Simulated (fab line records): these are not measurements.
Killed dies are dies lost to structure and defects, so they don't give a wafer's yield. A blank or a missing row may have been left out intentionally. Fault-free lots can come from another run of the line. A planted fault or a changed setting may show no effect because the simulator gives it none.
fab line records ; flow n5_finfet ; part 1 of 2: steps 1 to 5 of 6
[record] lots = 9; wafers = 27; last_day = 17
route steps=1938 shown SPACER0@260 SD_EPI_N@281 SD_EPI_P@303 BEOL_M4@1111 PASSIVATION@1936
lots untouched by any fault: they come from a run of this same line in which no faults occurred
start_h: hours from the record's first day to the start of the lot's first wafer shown ; wait_h: hours since the lot's step before ; " same as the row above ; L1.1+2: several wafers, shown together as one row ; - value missing, or start not given ; * or withheld: withheld ; < > ~ a bound
route shown NAME@n: a module of which the file shows steps, and the number in the route of the first ; usual: mean/standard deviation taken from wafers without a fault ; same: alike in all rows ; chamber/n: place in a boat ; sites: per-site readings ; _std_site: the values' standard deviation ; _edge_site: outer sites' mean less inner sites' ; radius_mm: for every site, how far away it sits from the centre of the wafer ; mask NAME#n: copy n ; behind: the tool/chamber that last shaped the wafer ; hold: the reason the lot was held/the length of the hold in hours/how it ended ; device: whichever transistor did not switch (one of n, p or np) ; end of line: the route-end tests of the same wafers ; where a step has no rows: the recipe by itself ; killed: the dies lost at the first sort to structure and to defects; this is not the yield of the wafer ; map: per-die view of a wafer (x killed, . not killed, _ where there is no die)
set.NAME: the run value of the setting; set.NAME@STEP: its run value at that earlier step ; model.NAME: the simulator's own value behind a step, which no gauge read
one table for each step of the route and one row for each wafer, over a sample of lots
services: the hour from which a tool's chamber was out of use, counted from the record's first day as start_h (under 0 if before that day), plus the number of hours and why
[[steps]]
[step N5_SPACER0_ALD_08]
[recipe] material = SiNx; target_thk_a = 20; temp_c = 400; ald_precursor_family = SiH2I2; ald_co_reactant = N2/H2-plasma; pressure_torr = 2
[usual] heater_power_w = 846/68
lot.wafer;tool;chamber;start_h;wait_h;heater_power_w
L106.1;ald_sin-01;2;61.66;0.1;895
L106.3;ald_sin-01;3;61.66;0.1;934
L106.4;ald_sin-01;1;61.66;0.1;739
L110.1;ald_sin-01;0;85.10;0.1;934
L110.3;ald_sin-01;1;85.10;0.1;729
L110.5;ald_sin-01;2;85.10;0.1;922
L111.1;ald_sin-04;3;92.82;0.1;878
L111.2;ald_sin-04;1;92.82;0.1;802
L111.5;ald_sin-04;0;92.82;0.1;830
L113.4;ald_sin-01;2;105.53;0.1;832
L113.5;ald_sin-01;2;105.53;0.1;858
L113.6;ald_sin-01;3;105.53;0.1;918
L114.2;ald_sin-01;3;114.39;0.1;902
L114.4;ald_sin-01;1;114.39;0.1;733
L114.5;ald_sin-01;3;114.39;0.1;893
L115.2;ald_sin-03;0;120.34;0.1;810
L115.4;ald_sin-03;2;120.34;0.1;830
L115.6;ald_sin-03;0;120.34;0.1;805
L116.1;ald_sin-04;0;124.49;0.1;842
L116.2;ald_sin-04;1;124.49;0.1;788
L116.3;ald_sin-04;2;124.49;0.1;833
L120.3;ald_sin-03;1;142.41;0.1;841
L120.4;ald_sin-03;3;142.41;0.1;991
L120.5;ald_sin-03;2;142.41;0.1;837
L125.2;ald_sin-01;2;179.61;0.1;865
L125.3;ald_sin-01;1;179.61;0.1;726
L125.4;ald_sin-01;3;179.61;0.1;920
[step N5_SD_EPI_N_SD_RECESS_17]
[recipe] chemistry = HBr/Cl2/O2; target_depth_a = 410; mask_material = SOC; time_s = 23.7; bt_time_s = 3; pressure_mtorr = 10; icp_w = 800; bias_w = 112; HBr_flow_sccm = 150; Cl2_flow_sccm = 80; O2_flow_sccm = 12
[usual] drypump_motor_current_A = 5.6/0.44; oes_product_au = 1.007/0.017; throttle_valve_pct = 37.10/0.25
[same] bt_time_s = 3
lot.wafer;tool;chamber;start_h;wait_h;drypump_motor_current_A;oes_product_au;rf_hours_counter_h;throttle_valve_pct
L106.1;rie_si-03;2;62.86;0.0;5.6;0.995;2;37.17
L106.3;rie_si-03;1;62.86;0.0;5.9;1.019;98;37.40
L106.4;rie_si-03;0;62.86;0.0;5.4;0.978;62;36.63
L110.1;rie_si-03;3;86.52;0.0;6.1;1.034;108;37.07
L110.3;rie_si-03;0;86.52;0.0;5.4;0.973;63;36.65
L110.5;rie_si-03;1;86.52;0.0;5.9;1.015;-;37.40
L111.1;rie_si-03;3;94.18;0.0;6.1;1.034;108;37.05
L111.2;rie_si-03;1;94.18;0.0;5.9;1.018;99;37.40
L111.5;rie_si-03;1;94.18;0.0;5.9;1.012;-;37.39
L113.4;rie_si-03;0;106.86;0.0;5.4;0.982;63;36.65
L113.5;rie_si-03;1;106.86;0.0;5.9;1.017;-;37.39
L113.6;rie_si-03;0;106.86;0.0;5.4;0.984;-;36.64
L114.2;rie_si-01;1;115.72;0.0;5.4;0.991;15;37.49
L114.4;rie_si-01;3;115.72;0.0;5.1;1.001;114;37.08
L114.5;rie_si-01;0;115.72;0.0;5.1;1.031;-;37.18
L115.2;rie_si-03;0;121.67;0.0;5.4;0.984;64;36.65
L115.4;rie_si-03;3;121.67;0.0;6.1;1.033;109;37.06
L115.6;rie_si-03;1;121.67;0.0;5.9;1.014;-;37.40
L116.1;rie_si-01;1;125.74;0.0;5.3;0.990;15;37.50
L116.2;rie_si-01;2;125.74;0.0;5.9;1.006;109;37.04
L116.3;rie_si-01;3;125.74;0.0;5.1;1.008;115;37.07
L120.3;rie_si-01;1;143.62;0.0;5.4;0.999;16;37.49
L120.4;rie_si-01;3;143.62;0.0;5.1;1.000;115;37.07
L120.5;rie_si-01;1;143.62;0.0;5.4;1.117;-;37.42
L125.2;rie_si-01;3;180.82;0.0;5.1;1.124;116;37.01
L125.3;rie_si-01;1;180.82;0.0;5.3;0.988;17;37.49
L125.4;rie_si-01;2;180.82;0.0;5.9;1.008;110;37.02
[step N5_SD_EPI_N_STRIP_38]
[recipe] chemistry = N2/H2; power_w = 1000; temp_c = 250; h2_frac = 0.65; overash_fraction = 0.3; pressure_mtorr = withheld; n2_flow_sccm = 1750; h2_flow_sccm = 3250
[usual] drypump_motor_current_A = 5.52/0.18; heater_power_w = 353/23; oes_product_au = 0.761/0.0097
lot.wafer;tool;chamber;start_h;wait_h;drypump_motor_current_A;heater_power_w;oes_product_au;rf_hours_counter_h
L106.1;plasma_asher-01;1;62.96;0.1;5.26;325;0.761;88
L106.3;plasma_asher-01;1;62.96;0.1;5.27;337;0.766;-
L106.4;plasma_asher-01;0;62.96;0.1;5.55;376;0.760;-
L110.1;plasma_asher-02;1;86.62;0.1;5.39;315;0.764;38
L110.3;plasma_asher-02;0;86.62;0.1;5.74;378;0.764;-
L110.5;plasma_asher-02;1;86.62;0.1;5.37;321;0.748;-
L111.1;plasma_asher-02;1;94.27;0.1;5.39;335;0.768;40
L111.2;plasma_asher-02;0;94.27;0.1;5.76;377;0.745;40
L111.5;plasma_asher-02;1;94.27;0.1;5.44;331;0.763;-
L113.4;plasma_asher-01;1;106.98;0.1;5.27;333;0.755;-
L113.5;plasma_asher-01;0;106.98;0.1;5.61;380;0.774;-
L113.6;plasma_asher-01;1;106.98;0.1;5.29;328;0.762;-
L114.2;plasma_asher-02;1;115.82;0.1;5.39;331;0.761;43
L114.4;plasma_asher-02;1;115.82;0.1;5.43;338;0.777;-
L114.5;plasma_asher-02;1;115.82;0.1;5.38;333;0.773;-
L115.2;plasma_asher-02;0;121.76;0.1;5.75;373;0.760;44
L115.4;plasma_asher-02;1;121.76;0.1;5.40;322;0.760;-
L115.6;plasma_asher-02;1;121.76;0.1;5.42;332;0.763;-
L116.1;plasma_asher-02;0;125.83;0.1;5.73;385;0.757;44
L116.2;plasma_asher-02;1;125.83;0.1;5.45;333;0.760;44
L116.3;plasma_asher-02;0;125.83;0.1;5.73;378;0.753;-
L120.3;plasma_asher-02;0;143.73;0.1;5.78;370;0.777;-
L120.4;plasma_asher-02;1;143.73;0.1;5.40;346;0.758;-
L120.5;plasma_asher-02;0;143.73;0.1;5.79;375;0.755;-
L125.2;plasma_asher-02;0;180.92;0.1;5.71;380;0.759;57
L125.3;plasma_asher-02;0;180.92;0.1;5.71;374;0.754;-
L125.4;plasma_asher-02;1;180.92;0.1;5.39;328;0.749;-
[step N5_SD_EPI_P_CD_MEAS_09]
[recipe] target_cd_nm = 240; landing_energy_ev = 500; detector = se_inlens
[usual] cd_nm = 239.8/0.69
lot.wafer;tool;chamber;start_h;wait_h;cd_nm
L106.1;cd_sem-03;0;66.54;-;240.2
L106.3;cd_sem-03;0;66.54;-;239.4
L106.4;cd_sem-03;0;66.54;-;239.6
L110.1;cd_sem-01;0;90.90;-;239.3
L110.3;cd_sem-01;0;90.90;-;239.0
L110.5;cd_sem-01;0;90.90;-;238.8
L111.1;cd_sem-02;0;98.51;-;240.2
L111.2;cd_sem-02;0;98.51;-;240.4
L111.5;cd_sem-02;0;98.51;-;240.9
L113.4;cd_sem-01;0;111.14;-;239.5
L113.5;cd_sem-01;0;111.14;-;239.5
L113.6;cd_sem-01;0;111.14;-;239.7
L114.2;cd_sem-03;0;119.39;-;239.7
L114.4;cd_sem-03;0;119.39;-;239.9
L114.5;cd_sem-03;0;119.39;-;241.1
L115.2;cd_sem-02;0;125.21;-;240.2
L115.4;cd_sem-02;0;125.21;-;240.3
L115.6;cd_sem-02;0;125.21;-;238.5
L116.1;cd_sem-02;0;129.39;-;238.2
L116.2;cd_sem-02;0;129.39;-;238.3
L116.3;cd_sem-02;0;129.39;-;239.1
L120.3;cd_sem-01;0;148.93;-;239.4
L120.4;cd_sem-01;0;148.93;-;239.9
L120.5;cd_sem-01;0;148.93;-;240.0
L125.2;cd_sem-03;0;185.14;-;239.8
L125.3;cd_sem-03;0;185.14;-;239.0
L125.4;cd_sem-03;0;185.14;-;240.6
[step N5_BEOL_M4_RC_MEAS_101]
[usual] CJ_N = 4.34/0.069; DIBL_N = 35.9/1.4; DIBL_P = 35.9/1.7; EOT_N = 10.52/0.098; IGATE_N = 0.0129/0.0017; IOFF_N = 0.155/0.023; IOFF_N_85C = 3.1/0.38; IOFF_N_LIN = 0.072/0.009; IOFF_N_LONG = 5.51e-05/2e-06; IOFF_P = 0.201/0.029; ION_N = 672/8.8; ION_P = 460/7; RC_DENSE_N = 19.0/0.38; RC_N = 15.5/0.31; REXT_N = 75.5/1.5; RS_SD_N = 28.5/0.4; SS_N = 71.6/0.48; SS_P = 73.1/0.64; VT_N = 250.0/3; VT_N_LONG = 275.0/1.7; VT_N_LVT = 98.6/2.6; VT_P = -251.6/3
lot.wafer;tool;chamber;start_h;wait_h;CJ_N;DIBL_N[mV/V];DIBL_P[mV/V];EOT_N;IGATE_N[nA/um];IOFF_N[nA/um];IOFF_N_85C[nA/um];IOFF_N_LIN[nA/um];IOFF_N_LONG[nA/um];IOFF_P[nA/um];ION_N[uA/um];ION_P[uA/um];RC_DENSE_N[ohm.um];RC_N[ohm.um];REXT_N[ohm.um];RS_SD_N[ohm/sq];SS_N[mV/dec];SS_P[mV/dec];VT_N[mV];VT_N_LONG[mV];VT_N_LVT[mV];VT_P[mV]
L106.1;prober-02;0;182.94;0.0;4.35;35.3;34.0;10.48;0.0119;0.146;2.9;0.068;5.75e-05;0.207;672;469;19.8;16.2;75.8;28.7;71.8;72.6;252.7;273.2;99.1;-248.6
L106.3;prober-02;0;182.94;0.0;4.35;35.4;34.6;10.63;0.0120;0.144;2.8;0.067;5.68e-05;0.206;670;462;19.8;16.0;76.9;28.7;71.1;73.0;250.4;276.4;100.4;-247.5
L106.4;prober-02;0;182.94;0.0;4.30;36.0;36.0;10.50;0.0120;0.163;3.1;0.076;5.62e-05;0.232;688;475;19.8;16.1;76.6;28.4;72.0;73.2;248.6;278.1;98.4;-247.8
L110.1;prober-01;0;202.06;0.0;4.33;34.1;35.0;10.60;0.0114;0.128;2.6;0.062;5.43e-05;0.162;660;452;18.5;15.1;73.5;28.1;71.6;72.4;252.3;275.4;100.9;-254.1
L110.3;prober-01;0;202.06;0.0;4.29;35.3;36.8;10.43;0.0157;0.150;3.0;0.071;5.39e-05;0.179;674;457;18.8;15.4;73.8;27.7;71.1;73.4;249.7;272.4;98.6;-254.3
L110.5;prober-01;0;202.06;0.0;4.35;36.0;37.7;10.65;0.0124;0.161;3.2;0.076;5.41e-05;0.186;676;460;18.8;15.3;73.4;27.9;72.0;73.6;251.4;275.6;96.8;-253.0
L111.1;prober-02;0;216.75;0.0;4.34;33.8;33.6;10.54;0.0126;0.126;2.5;0.061;5.69e-05;0.147;669;453;19.1;15.5;74.8;28.2;70.9;72.7;251.1;274.7;97.4;-256.9
L111.2;prober-02;0;216.75;0.0;4.34;35.1;34.5;10.44;0.0150;0.141;2.8;0.065;5.68e-05;0.155;669;443;18.7;15.2;75.6;28.4;71.8;72.7;251.5;275.3;96.4;-256.8
L111.5;prober-02;0;216.75;0.0;4.32;34.4;34.1;10.28;0.0178;0.131;2.6;0.062;5.63e-05;0.148;665;448;18.8;15.3;75.6;28.5;70.8;72.1;252.5;275.4;97.0;-256.1
L113.4;prober-02;0;234.46;0.5;4.23;33.1;31.8;10.54;0.0120;0.114;2.4;0.058;5.64e-05;0.162;657;454;18.9;15.3;76.1;28.1;71.0;72.5;251.4;276.6;101.6;-253.1
L113.5;prober-02;0;234.46;0.5;4.25;35.3;34.6;10.45;0.0135;0.157;3.1;0.075;5.71e-05;0.205;674;459;19.2;15.4;76.8;28.0;71.5;73.1;247.7;274.4;97.5;-252.2
L113.6;prober-02;0;234.46;0.5;4.30;33.2;32.0;10.42;0.0165;0.117;2.5;0.061;5.82e-05;0.164;674;458;18.6;15.4;75.1;27.9;69.9;71.5;253.3;274.3;101.5;-252.7
L114.2;prober-01;0;243.98;0.2;4.19;34.5;35.1;10.63;0.0106;0.126;2.6;0.061;5.14e-05;0.184;654;457;19.2;15.5;75.9;29.3;71.1;72.0;255.7;276.0;101.9;-250.0
L114.4;prober-01;0;243.98;0.2;4.28;37.0;37.8;10.63;0.0119;0.169;3.3;0.078;5.26e-05;0.221;685;474;18.8;15.2;74.4;29.5;71.7;73.6;249.0;275.1;98.6;-250.5
L114.5;prober-01;0;243.98;0.2;4.26;35.2;35.1;10.57;0.0114;0.134;2.7;0.064;5.24e-05;0.179;661;460;19.2;15.6;76.1;29.3;70.8;72.5;250.9;275.6;101.5;-252.3
L116.1;prober-02;0;245.48;0.0;4.27;36.2;34.6;10.52;0.0132;0.138;2.8;0.067;5.54e-05;0.180;671;461;19.3;15.8;76.1;27.8;70.9;72.2;249.2;274.1;99.6;-253.5
L116.2;prober-02;0;245.48;0.0;4.28;35.2;33.5;10.39;0.0140;0.123;2.5;0.060;5.52e-05;0.166;666;453;19.0;15.3;76.2;28.0;70.5;72.1;253.1;277.6;100.6;-256.0
L116.3;prober-02;0;245.48;0.0;4.35;37.1;35.2;10.55;0.0140;0.146;2.9;0.070;5.57e-05;0.188;672;462;19.4;15.7;75.4;27.7;71.4;72.7;251.4;275.9;98.8;-252.9
L115.2;prober-01;0;248.54;0.2;4.25;33.6;36.2;10.68;0.0103;0.151;3.0;0.073;5.71e-05;0.208;674;467;19.3;15.6;75.9;28.6;71.8;72.9;248.0;275.6;95.8;-249.2
L115.4;prober-01;0;248.54;0.2;4.30;34.7;37.1;10.43;0.0139;0.157;3.1;0.073;5.72e-05;0.220;673;465;18.9;15.6;76.1;28.9;71.6;74.4;249.8;275.3;96.6;-249.0
L115.6;prober-01;0;248.54;0.2;4.28;33.2;35.7;10.58;0.0117;0.140;2.8;0.067;5.69e-05;0.197;665;463;18.6;15.4;76.0;28.8;71.6;73.1;250.3;272.8;97.2;-251.5
L120.3;prober-01;0;269.49;0.3;4.41;38.6;36.4;10.53;0.0130;0.165;3.2;0.075;5.19e-05;0.210;677;464;19.7;15.9;78.0;28.6;71.7;73.7;249.1;276.4;98.8;-251.6
L120.4;prober-01;0;269.49;0.3;4.48;39.0;37.3;10.56;0.0115;0.177;3.4;0.079;5.22e-05;0.217;675;457;19.1;15.5;77.7;28.6;71.8;74.6;250.3;277.4;97.4;-251.7
L120.5;prober-01;0;269.49;0.3;-;-;35.3;-;-;-;-;-;-;0.196;-;458;-;-;-;-;-;73.4;-;-;-;-251.1
L125.2;prober-01;0;304.38;0.2;-;-;36.7;-;-;-;-;-;-;0.220;-;469;-;-;-;-;-;73.3;-;-;-;-248.9
L125.3;prober-01;0;304.38;0.2;4.19;36.3;38.7;10.59;0.0113;0.205;3.8;0.092;5.76e-05;0.250;680;465;18.7;15.2;75.6;28.5;71.7;73.7;244.3;271.3;94.7;-249.2
L125.4;prober-01;0;304.38;0.2;4.35;37.0;39.4;10.53;0.0112;0.231;4.2;0.099;5.73e-05;0.267;676;462;19.4;15.9;74.7;28.1;72.3;74.4;243.5;273.4;92.1;-249.4
[[key]]
[first_sign] step = N5_SD_EPI_N_SD_RECESS_17; reading = oes_product_au; direction = up; sigmas = 6.5; usual = 1.007; struck = 1.120
[effect] step = N5_BEOL_M4_RC_MEAS_101; reading = CJ_N; direction = missing
[effect] step = N5_BEOL_M4_RC_MEAS_101; reading = DIBL_N; direction = missing
[effect] step = N5_BEOL_M4_RC_MEAS_101; reading = EOT_N; direction = missing
[effect] step = N5_BEOL_M4_RC_MEAS_101; reading = IGATE_N; direction = missing
[effect] step = N5_BEOL_M4_RC_MEAS_101; reading = IOFF_N; direction = missing
[effect] step = N5_BEOL_M4_RC_MEAS_101; reading = IOFF_N_85C; direction = missing
[effect] step = N5_BEOL_M4_RC_MEAS_101; reading = IOFF_N_LIN; direction = missing
[effect] step = N5_BEOL_M4_RC_MEAS_101; reading = IOFF_N_LONG; direction = missing
[effect] step = N5_BEOL_M4_RC_MEAS_101; reading = ION_N; direction = missing
[effect] step = N5_BEOL_M4_RC_MEAS_101; reading = RC_DENSE_N; direction = missing
[effect] step = N5_BEOL_M4_RC_MEAS_101; reading = RC_N; direction = missing
[effect] step = N5_BEOL_M4_RC_MEAS_101; reading = REXT_N; direction = missing
[effect] step = N5_PASSIVATION_PROBE_49; reading = sort_bin_4_leakage; direction = up; sigmas = 99+; usual = 0; struck = 93.14
met_at N5_SD_EPI_N_SD_RECESS_17
struck_lots L120,L125
struck_wafers L120.5,L125.2
not_acting_at N5_SPACER0_ALD_08,N5_SD_EPI_N_STRIP_38,N5_SD_EPI_P_CD_MEAS_09
onset_between 125.74 143.62
[fault] kind = process_parameter_drift; tool = rie_si-01; chamber = -; onset_h = 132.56; steps = N5_SD_EPI_N_SD_RECESS_17; channel = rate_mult; offset = 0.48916; shape = step; end_h = 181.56; scope = struck_wafers_only
